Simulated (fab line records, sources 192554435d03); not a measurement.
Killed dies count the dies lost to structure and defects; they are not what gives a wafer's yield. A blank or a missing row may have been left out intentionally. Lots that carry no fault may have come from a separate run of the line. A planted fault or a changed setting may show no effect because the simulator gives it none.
fab line records | flow n5-finfet
[record] lots = 9 | wafers = 27 | last-day = 17
route steps=1938 shown HKMG_FIN@441 GATE_CUT@470 BEOL_M4@1111
lots that met no fault: from a run of the same line without faults
start-h: the number of hours between the record's first day and the start of the first shown wafer of the lot | wait-h: hours elapsed since this lot's preceding step | " unchanged from the row above | L1.1+2: a row that stands for several wafers | - value missing, or start not given | * or withheld: withheld | < > ~ a bound
route shown NAME@n: a module of which the file shows steps, and the number in the route of the first | usual: mean/standard deviation of fault-free wafers | same: alike in all rows | chamber/n: place in a boat | sites: per-site readings | _std_site: the values' standard deviation | _edge_site: mean of outer sites minus mean of inner sites | radius-mm: for every site, how far away it sits from the centre of the wafer | mask NAME#n: copy n | behind: the tool/chamber that last shaped the wafer | hold: why the lot went on hold/how many hours it stayed there/how the hold came to an end | device: whichever transistor did not switch (one of n, p or np) | end of line: the tests these same wafers got at the end of their route | step lacking rows: just its recipe | killed: not the wafer's yield, but the dies lost to structure and defects at the first sort | map: a wafer's dies, x killed, . not, _ none there
set.NAME: the setting the step ran with; set.NAME@STEP: the setting that earlier step ran with | model.NAME: the simulator's own value behind a step, which no gauge read
steps of the route over a sample of lots; a table a step, a row a wafer
services: the hour from which a tool's chamber was out of use, counted from the record's first day as start-h (under 0 if before that day), plus the number of hours and why
[[steps]]
[step N5_HKMG_FIN_STRIP_19]
[recipe] chemistry = N2/H2 | power-w = 2500 | temp-c = 300 | h2-frac = 0.65 | time-s = 360 | pressure-mtorr = withheld | n2-flow-sccm = 1750 | h2-flow-sccm = 3250
[usual] drypump-motor-current-A = 5.7/0.54 | heater-power-w = 463/58 | n2-flow-sccm = 1749/5.8
lot.wafer | tool            | chamber | start-h | wait-h | drypump-motor-current-A | heater-power-w | n2-flow-sccm | rf-hours-counter-h
L935.2    | plasma-asher-02 | 0       | 90.13   | 0.0    | 4.9                     | 416            | 1750         | 85
L935.3    | "               | 1       | "       | "      | 6.1                     | 548            | 1741         | -
L935.5    | "               | 1       | "       | "      | 6.0                     | 529            | 1749         | -
L936.2    | plasma-asher-02 | 1       | 95.05   | 0.0    | 6.1                     | 545            | 1743         | 86
L936.3    | "               | 0       | "       | "      | 4.9                     | 405            | 1743         | -
L936.5    | "               | 1       | "       | "      | 6.1                     | 554            | 1744         | -
L938.1    | plasma-asher-01 | 0       | 107.86  | 0.0    | 6.2                     | 421            | 1743         | 45
L938.2    | "               | 1       | "       | "      | 5.9                     | 466            | 1747         | 45
L938.5    | "               | 1       | "       | "      | 5.9                     | 467            | 1750         | -
L943.2    | plasma-asher-02 | 1       | 137.55  | 0.0    | 6.1                     | 551            | 1747         | 94
L943.3    | "               | 1       | "       | "      | 6.1                     | 536            | 1739         | -
L943.4    | "               | 0       | "       | "      | 4.9                     | 407            | 1760         | -
L947.1    | plasma-asher-01 | 0       | 161.92  | 0.0    | 6.2                     | 423            | 1747         | 57
L947.3    | "               | 1       | "       | "      | 5.8                     | 468            | 1744         | -
L947.4    | "               | 0       | "       | "      | 6.2                     | 442            | 1751         | -
L952.1    | plasma-asher-01 | 0       | 189.67  | 0.0    | 6.2                     | 425            | 1749         | 62
L952.2    | "               | 1       | "       | "      | 5.8                     | 474            | 1742         | 62
L952.6    | "               | 1       | "       | "      | 5.8                     | 471            | 1750         | -
L953.2    | plasma-asher-01 | 1       | 195.07  | 0.0    | 5.8                     | 474            | 1738         | 63
L953.3    | "               | 1       | "       | "      | 5.8                     | 457            | 1747         | -
L953.6    | "               | 1       | "       | "      | 5.8                     | 467            | 1743         | -
L954.1    | plasma-asher-02 | 1       | 203.19  | 0.0    | 6.1                     | 524            | 1757         | 106
L954.3    | "               | 0       | "       | "      | 4.9                     | 409            | 1750         | -
L954.5    | "               | 0       | "       | "      | 4.9                     | 405            | 1741         | -
L955.1    | plasma-asher-02 | 1       | 211.81  | 0.0    | 6.1                     | 549            | 1757         | 108
L955.2    | "               | 0       | "       | "      | 4.9                     | 406            | 1746         | 108
L955.5    | "               | 0       | "       | "      | 4.9                     | 412            | 1750         | -
[step N5_HKMG_FIN_STRIP_88]
[recipe] chemistry = N2/H2 | power-w = 2500 | temp-c = 300 | h2-frac = 0.65 | time-s = 360 | pressure-mtorr = withheld | n2-flow-sccm = 1750 | h2-flow-sccm = 3250
[usual] drypump-motor-current-A = 5.8/0.5 | heater-power-w = 459/52 | n2-flow-sccm = 1750/5.3
lot.wafer | tool            | chamber | start-h | wait-h | drypump-motor-current-A | heater-power-w | n2-flow-sccm | rf-hours-counter-h
L935.2    | plasma-asher-01 | 0       | 91.18   | 0.0    | 6.2                     | 416            | 1752         | 41
L935.3    | "               | 0       | "       | "      | 6.2                     | 430            | 1752         | -
L935.5    | "               | 1       | "       | "      | 5.9                     | 473            | 1763         | -
L936.2    | plasma-asher-02 | 1       | 96.17   | 0.0    | 6.1                     | 545            | 1746         | 87
L936.3    | "               | 0       | "       | "      | 4.9                     | 403            | 1751         | -
L936.5    | "               | 0       | "       | "      | 4.9                     | 401            | 1755         | -
L938.1    | plasma-asher-01 | 0       | 108.83  | 0.0    | 6.2                     | 422            | 1758         | 45
L938.2    | "               | 1       | "       | "      | 5.8                     | 467            | 1756         | 45
L938.5    | "               | 1       | "       | "      | 5.9                     | 461            | 1748         | -
L943.2    | plasma-asher-01 | 1       | 138.64  | 0.0    | 5.8                     | 467            | 1738         | 52
L943.3    | "               | 0       | "       | "      | 6.2                     | 429            | 1754         | -
L943.4    | "               | 1       | "       | "      | 5.8                     | 465            | 1748         | -
L947.1    | plasma-asher-01 | 1       | 162.95  | 0.1    | 5.9                     | 481            | 1747         | 57
L947.3    | "               | 1       | "       | "      | 5.9                     | 478            | 1746         | -
L947.4    | "               | 0       | "       | "      | 6.2                     | 419            | 1756         | -
L952.1    | plasma-asher-02 | 1       | 190.64  | 0.0    | 6.1                     | 536            | 1743         | 104
L952.2    | "               | 0       | "       | "      | 4.9                     | 416            | 1748         | 104
L952.6    | "               | 1       | "       | "      | 6.1                     | 535            | 1747         | -
L953.2    | plasma-asher-02 | 0       | 196.16  | 0.0    | 4.9                     | 408            | 1747         | 105
L953.3    | "               | 1       | "       | "      | 6.1                     | 551            | 1750         | -
L953.6    | "               | 0       | "       | "      | 4.9                     | 402            | 1742         | -
L954.1    | plasma-asher-02 | 1       | 204.18  | 0.0    | 6.1                     | 534            | 1755         | 107
L954.3    | "               | 1       | "       | "      | 6.1                     | 556            | 1750         | -
L954.5    | "               | 0       | "       | "      | 4.9                     | 408            | 1755         | -
L955.1    | plasma-asher-01 | 0       | 212.85  | 0.0    | 6.2                     | 419            | 1755         | 66
L955.2    | "               | 1       | "       | "      | 5.8                     | 467            | 1747         | 66
L955.5    | "               | 1       | "       | "      | 5.8                     | 476            | 1755         | -
[step N5_GATE_CUT_STRIP_59]
[recipe] chemistry = N2/H2 | time-s = 20 | power-w = 100 | temp-c = 40 | pressure-mtorr = 100 | rf-frequency-hz = 6e+07 | bias-power-w = 3 | n2-flow-sccm = 300 | h2-flow-sccm = 300
[usual] bias-power-w = 3.001/0.0086 | drypump-motor-current-A = 5.7/0.31 | n2-flow-sccm = 300.0/0.86 | oes-product-au = 0.79/0.064 | rf-vpp-V = 45.3/0.91 | showerhead-plenum-p-Torr = 3.38/0.1 | throttle-valve-pct = 12.19/0.24
lot.wafer | tool        | chamber | start-h | wait-h | bias-power-w | drypump-motor-current-A | n2-flow-sccm | oes-product-au | rf-hours-counter-h | rf-vpp-V | showerhead-plenum-p-Torr | throttle-valve-pct
L935.2    | rie-diel-01 | 1       | 94.84   | 0.1    | 2.999        | 5.9                     | 299.7        | 0.75           | 169                | 46.3     | 3.26                     | 12.55
L935.3    | "           | 2       | "       | "      | 3.001        | 6.4                     | 300.0        | 0.76           | 151                | 45.6     | 3.50                     | 12.20
L935.5    | "           | 3       | "       | "      | 3.006        | 5.7                     | 300.5        | 0.79           | -                  | 44.1     | 3.26                     | 12.27
L936.2    | rie-diel-04 | 1       | 99.93   | 0.1    | 2.999        | 5.7                     | 300.6        | 0.92           | 36                 | 44.9     | 3.29                     | 11.79
L936.3    | "           | 0       | "       | "      | 3.007        | 5.7                     | 299.2        | 0.83           | 81                 | 45.2     | 3.38                     | 12.02
L936.5    | "           | 0       | "       | "      | 2.998        | 5.7                     | 299.1        | 0.83           | -                  | 45.7     | 3.38                     | 12.01
L938.1    | rie-diel-04 | 2       | 112.28  | 0.1    | 3.009        | 6.0                     | 300.6        | 0.73           | 199                | 45.2     | 3.24                     | 12.48
L938.2    | "           | 3       | "       | "      | 2.998        | 5.0                     | 300.0        | 0.80           | 104                | 45.0     | 3.41                     | 11.89
L938.5    | "           | 0       | "       | "      | 2.998        | 5.7                     | 301.5        | 0.83           | -                  | 44.8     | 3.38                     | 12.03
L943.2    | rie-diel-03 | 1       | 141.88  | 0.1    | 3.002        | 5.3                     | 300.2        | 0.82           | 94                 | 44.0     | 3.39                     | 11.96
L943.3    | "           | 0       | "       | "      | 3.009        | 5.8                     | 299.0        | 0.90           | 32                 | 44.6     | 3.57                     | 12.18
L943.4    | "           | 3       | "       | "      | 3.014        | 5.9                     | 301.0        | 0.71           | 203                | 44.2     | 3.36                     | 12.47
L947.1    | rie-diel-01 | 3       | 166.23  | 0.1    | 3.008        | 5.7                     | 299.0        | 0.77           | 135                | 44.8     | 3.25                     | 12.34
L947.3    | "           | 1       | "       | "      | 3.006        | 5.9                     | 300.6        | 0.73           | 189                | 43.8     | 3.25                     | 12.60
L947.4    | "           | 0       | "       | "      | 2.999        | 5.8                     | 299.1        | 0.85           | 47                 | 46.4     | 3.44                     | 11.96
L952.1    | rie-diel-04 | 0       | 193.88  | 0.1    | 3.009        | 5.7                     | 299.8        | 0.80           | 108                | 46.7     | 3.37                     | 12.08
L952.2    | "           | 3       | "       | "      | 3.006        | 5.0                     | 299.4        | 0.77           | 125                | 44.5     | 3.40                     | 11.95
L952.6    | "           | 2       | "       | "      | 3.008        | 6.1                     | 300.0        | 0.70           | -                  | 45.9     | 3.23                     | 12.54
L953.2    | rie-diel-04 | 0       | 199.39  | 0.1    | 3.017        | 5.7                     | 301.5        | 0.80           | 109                | 45.8     | 3.37                     | 12.08
L953.3    | "           | 1       | "       | "      | 3.009        | 5.7                     | 300.6        | 0.87           | 66                 | 45.6     | 3.28                     | 11.89
L953.6    | "           | 2       | "       | "      | 2.995        | 6.1                     | 300.0        | 0.70           | -                  | 45.4     | 3.23                     | 12.53
L954.1    | rie-diel-03 | 0       | 207.53  | 0.1    | 2.999        | 5.8                     | 299.4        | 0.86           | 52                 | 46.1     | 3.56                     | 12.25
L954.3    | "           | 3       | "       | "      | 2.993        | 5.9                     | 300.0        | 0.70           | 224                | 45.5     | 3.35                     | 12.52
L954.5    | "           | 3       | "       | "      | 3.013        | 5.9                     | 300.0        | 0.70           | -                  | 46.3     | 3.35                     | 12.51
L955.1    | rie-diel-03 | 1       | 218.85  | 0.1    | 3.003        | 5.4                     | 300.9        | 0.81           | 116                | 46.2     | 3.38                     | 12.01
L955.2    | "           | 3       | "       | "      | 3.001        | 5.9                     | 299.5        | 0.70           | 226                | 44.4     | 3.35                     | 12.51
L955.5    | "           | 0       | "       | "      | 3.010        | 5.8                     | 301.2        | 0.86           | -                  | 44.8     | 3.56                     | 12.25
[step N5_GATE_CUT_COAT_35]
[recipe] resist = SiARC | temp-c = 220 | time-s = 60 | spin-rpm = 1500 | resist-thk-nm = 10
[usual] spin-speed-rpm = 1499.9/0.93
lot.wafer | tool           | chamber | start-h | wait-h | spin-speed-rpm
L935.2    | litho-track-01 | 0       | 97.73   | -      | 1499.9
L935.3    | "              | 0       | "       | "      | 1502.1
L935.5    | "              | 0       | "       | "      | 1500.1
L936.2    | litho-track-04 | 0       | 102.81  | -      | 1498.2
L936.3    | "              | 0       | "       | "      | 1499.7
L936.5    | "              | 0       | "       | "      | 1500.4
L938.1    | litho-track-01 | 0       | 115.18  | -      | 1501.0
L938.2    | "              | 0       | "       | "      | 1500.1
L938.5    | "              | 0       | "       | "      | 1499.2
L943.2    | litho-track-05 | 0       | 144.76  | -      | 1500.0
L943.3    | "              | 0       | "       | "      | 1498.0
L943.4    | "              | 0       | "       | "      | 1499.5
L947.1    | litho-track-05 | 0       | 169.12  | -      | 1499.7
L947.3    | "              | 0       | "       | "      | 1498.2
L947.4    | "              | 0       | "       | "      | 1498.6
L952.1    | litho-track-05 | 0       | 196.81  | -      | 1415.9
L952.2    | "              | 0       | "       | "      | 1417.6
L952.6    | "              | 0       | "       | "      | 1418.4
L953.2    | litho-track-01 | 0       | 202.30  | -      | 1498.9
L953.3    | "              | 0       | "       | "      | 1500.0
L953.6    | "              | 0       | "       | "      | 1499.6
L954.1    | litho-track-04 | 0       | 210.43  | -      | 1500.4
L954.3    | "              | 0       | "       | "      | 1500.6
L954.5    | "              | 0       | "       | "      | 1500.3
L955.1    | litho-track-05 | 0       | 221.80  | -      | 1417.3
L955.2    | "              | 0       | "       | "      | 1417.4
L955.5    | "              | 0       | "       | "      | 1416.6
[step N5_BEOL_M4_RC_MEAS_101]
[usual] DIBL_N = 37.1/2.4 | DIBL_P = 37/3 | IOFF_N = 0.18/0.053 | IOFF_P = 0.21/0.05 | ION_N = 674/14 | ION_P = 459/9.2 | SS_N = 72.1/0.9 | SS_P = 73.4/0.89 | VT_N = 250/3.8 | VT_P = -251/3.7
lot.wafer | tool      | chamber | start-h | wait-h | DIBL_N[mV/V] | DIBL_P[mV/V] | IOFF_N[nA/um] | IOFF_P[nA/um] | ION_N[uA/um] | ION_P[uA/um] | SS_N[mV/dec] | SS_P[mV/dec] | VT_N[mV] | VT_P[mV]
L935.2    | prober-02 | 0       | 200.38  | 0.2    | 35.7         | 35           | 0.16          | 0.22          | 671          | 464          | 71.8         | 72.9         | 249      | -249
L935.3    | "         | 0       | "       | "      | 37.7         | 36           | 0.19          | 0.22          | 677          | 461          | 72.6         | 73.0         | 251      | -249
L935.5    | "         | 0       | "       | "      | 34.8         | 34           | 0.14          | 0.18          | 656          | 455          | 71.9         | 72.3         | 253      | -249
L938.1    | prober-02 | 0       | 205.69  | 0.0    | 40.3         | 37           | 0.26          | 0.19          | 659          | 447          | 74.5         | 73.1         | 250      | -253
L938.2    | "         | 0       | "       | "      | 35.2         | 35           | 0.13          | 0.16          | 654          | 445          | 70.6         | 73.0         | 253      | -254
L938.5    | "         | 0       | "       | "      | 36.3         | 36           | 0.14          | 0.17          | 655          | 441          | 71.5         | 72.5         | 252      | -254
L936.2    | prober-01 | 0       | 205.80  | 0.2    | 37.7         | 39           | 0.20          | 0.25          | 688          | 467          | 71.6         | 73.7         | 248      | -248
L936.3    | "         | 0       | "       | "      | 36.7         | 37           | 0.19          | 0.23          | 681          | 464          | 72.0         | 72.7         | 245      | -248
L936.5    | "         | 0       | "       | "      | 37.9         | 38           | 0.20          | 0.23          | 664          | 453          | 73.0         | 73.8         | 247      | -248
L943.2    | prober-02 | 0       | 234.89  | 0.2    | 37.4         | 35           | 0.20          | 0.18          | 679          | 453          | 72.4         | 73.6         | 248      | -253
L943.3    | "         | 0       | "       | "      | 37.3         | 39           | 0.17          | 0.22          | 670          | 455          | 71.4         | 74.0         | 251      | -252
L943.4    | "         | 0       | "       | "      | 38.5         | 39           | 0.20          | 0.22          | 672          | 449          | 73.4         | 74.6         | 250      | -251
L947.1    | prober-02 | 0       | 265.37  | 0.0    | 35.8         | 36           | 0.15          | 0.19          | 694          | 467          | 71.0         | 72.6         | 250      | -253
L947.3    | "         | 0       | "       | "      | 39.2         | 40           | 0.21          | 0.25          | 679          | 466          | 72.0         | 74.1         | 246      | -250
L947.4    | "         | 0       | "       | "      | 39.0         | 41           | 0.21          | 0.27          | 712          | 484          | 72.4         | 74.0         | 243      | -248
L952.1    | prober-02 | 0       | 285.31  | 0.0    | 38.0         | 39           | 0.19          | 0.21          | 677          | 452          | 71.4         | 74.0         | 248      | -249
L952.2    | "         | 0       | "       | "      | 42.6         | 45           | 0.30          | 0.31          | 698          | 471          | 73.4         | 75.3         | 245      | -246
L952.6    | "         | 0       | "       | "      | 43.0         | 45           | 0.30          | 0.32          | 693          | 462          | 73.8         | 75.1         | 244      | -247
L953.2    | prober-02 | 0       | 288.24  | 0.2    | 41.6         | 41           | 0.28          | 0.27          | 683          | 463          | 73.6         | 75.0         | 243      | -248
L953.3    | "         | 0       | "       | "      | 35.2         | 35           | 0.14          | 0.17          | 651          | 446          | 71.9         | 72.9         | 255      | -255
L953.6    | "         | 0       | "       | "      | 39.3         | 38           | 0.24          | 0.23          | 682          | 461          | 73.2         | 74.9         | 247      | -251
L954.1    | prober-02 | 0       | 309.30  | 0.0    | 32.5         | 33           | 0.12          | 0.14          | 665          | 453          | 71.2         | 72.1         | 252      | -255
L954.3    | "         | 0       | "       | "      | 36.1         | 37           | 0.17          | 0.18          | 690          | 459          | 71.7         | 72.8         | 249      | -255
L954.5    | "         | 0       | "       | "      | 37.3         | 39           | 0.21          | 0.22          | 697          | 464          | 72.5         | 74.6         | 244      | -252
L955.1    | prober-01 | 0       | 309.62  | 0.0    | 36.6         | 37           | 0.17          | 0.18          | 682          | 459          | 72.2         | 72.7         | 251      | -256
L955.2    | "         | 0       | "       | "      | 34.7         | 35           | 0.14          | 0.16          | 665          | 446          | 71.2         | 73.3         | 251      | -255
L955.5    | "         | 0       | "       | "      | 34.5         | 35           | 0.14          | 0.16          | 670          | 458          | 70.7         | 73.3         | 252      | -258
[[services]]
tool            | chamber | start-h | hours | kind
rie-diel-01     | 3       | 74.90   | 5.1   | repair
plasma-asher-02 | -       | 84.41   | 1.2   | repair
plasma-asher-02 | -       | 97.19   | 2.7   | repair
rie-diel-04     | -       | 146.76  | 2.8   | pm
rie-diel-04     | 2       | 163.49  | 3.9   | repair
plasma-asher-02 | -       | 193.41  | 0.7   | repair
rie-diel-01     | -       | 207.15  | 2.3   | repair
[[key]]
[first-sign] step = N5_GATE_CUT_COAT_35 | reading = spin-speed-rpm | direction = down | sigmas = 89 | usual = * | struck = *
effect none on later readings
met-at N5_GATE_CUT_COAT_35
struck-lots L952,L955
[baseline-loss] step = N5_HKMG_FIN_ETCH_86 | wafers = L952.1
not-acting-at N5_HKMG_FIN_STRIP_19,N5_HKMG_FIN_STRIP_88,N5_GATE_CUT_STRIP_59
onset-between 169.12 196.81
[fault] kind = process-parameter-drift | tool = litho-track-05 | chamber = - | onset-h = 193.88 | steps = N5_GATE_CUT_COAT_35 | channel = spin-rpm | offset = * | shape = step | end-h = 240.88 | acts-in = * | stated = *
// baseline-loss: these wafers lose ten dies or more at that step, a loss of the line's own and not of a fault; the sort's usual values leave them out
